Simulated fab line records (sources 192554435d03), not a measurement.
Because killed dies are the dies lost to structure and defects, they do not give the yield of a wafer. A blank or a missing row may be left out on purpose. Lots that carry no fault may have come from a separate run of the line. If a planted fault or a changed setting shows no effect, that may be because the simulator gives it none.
A single fault, viewed from 2 desks	flow n5-finfet	every desk sees just its own numbers, and what lay behind them comes last
Where a reading is given only as a bound, like >300, the bound stands for it, and a mean or a difference that rests on one is marked > or <: the true number lies beyond.

== THE METROLOGY DESK ==
What the gauges read, lot by lot, whatever tool the lot ran on: means of the sampled wafers that have a number. Any lot whose mean is over 4 standard deviations away from the usual mean is out of limits and marked OUT; that distance is given in the brackets.
Columns: A = M12_RS at N5_BEOL_M12_RS_MEAS_54, usual 0.0605 ohm/sq; B = M13_ILD_THK at N5_BEOL_M13_THK_MEAS_01, usual 836 nm
lot	first seen here	A	B
L917	day 10 20:01	0.0598	832
L919	day 11 15:51	0.0597	854
L920	day 11 16:10	0.0595	839
L918	day 12 01:32	0.0611	838
L923	day 13 06:04	0.0606	829
L925	day 13 11:35	0.0599	843
L922	day 13 12:26	0.0605	816
L933	day 15 05:53	0.0601	826
L936	day 16 12:29	0.0597	835
L938	day 17 03:28	0.0603	831
L939	day 17 09:26	0.0604	824
Result from this desk: across the 11 lots, nothing is out of limits.

== THE DEFECT DESK ==
For each lot, the counts of the inspections along the route, averaged over the sampled wafers that have a number. Any lot whose mean is over 4 standard deviations away from the usual mean is out of limits and marked OUT; that distance is given in the brackets.
Columns: A = raw-defect-count at N5_BEOL_M12_INSPECT_55, usual 68; B = raw-defect-count at N5_BEOL_M13_INSPECT_12, usual 2.1
lot	first seen here	A	B
L917	day 10 20:02	86	2.0
L919	day 11 15:53	41	2.0
L920	day 11 16:12	80	2.3
L918	day 12 01:34	56	3.3
L923	day 13 06:05	889 (+32) OUT	>300 (+99 or more) OUT
L925	day 13 11:37	850 (+30) OUT	>300 (+99 or more) OUT
L922	day 13 12:28	879 (+31) OUT	>300 (+99 or more) OUT
L933	day 15 05:55	78	1.3
L936	day 16 12:31	41	2.3
L938	day 17 03:29	58	2.3
L939	day 17 09:28	90	2.0
This desk finds L922, L923, L925 out of limits, L923 being first, at day 13 06:05 (raw-defect-count at N5_BEOL_M12_INSPECT_55). In limits: L917, L919, L920, L918, L933, L936, L938, L939.

== ALL TOGETHER ==
The defect desk could have raised an alarm at day 13 06:05, on L922, L923, L925.
Metrology desk: nothing out of limits seen.
The metrology desk holds a record of L922, L923, L925, inside its limits.
Every lot named ran N5_BEOL_M12_PRE_CLEAN_52 on pecvd-01.

== WHAT HAD BEEN PUT IN BY THE SIMULATOR ==
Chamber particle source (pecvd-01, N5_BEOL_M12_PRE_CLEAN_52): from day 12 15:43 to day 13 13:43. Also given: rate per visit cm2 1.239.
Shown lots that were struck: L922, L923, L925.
Hours from the fault's start to each desk's first reading out of limits: the defect desk, 14.
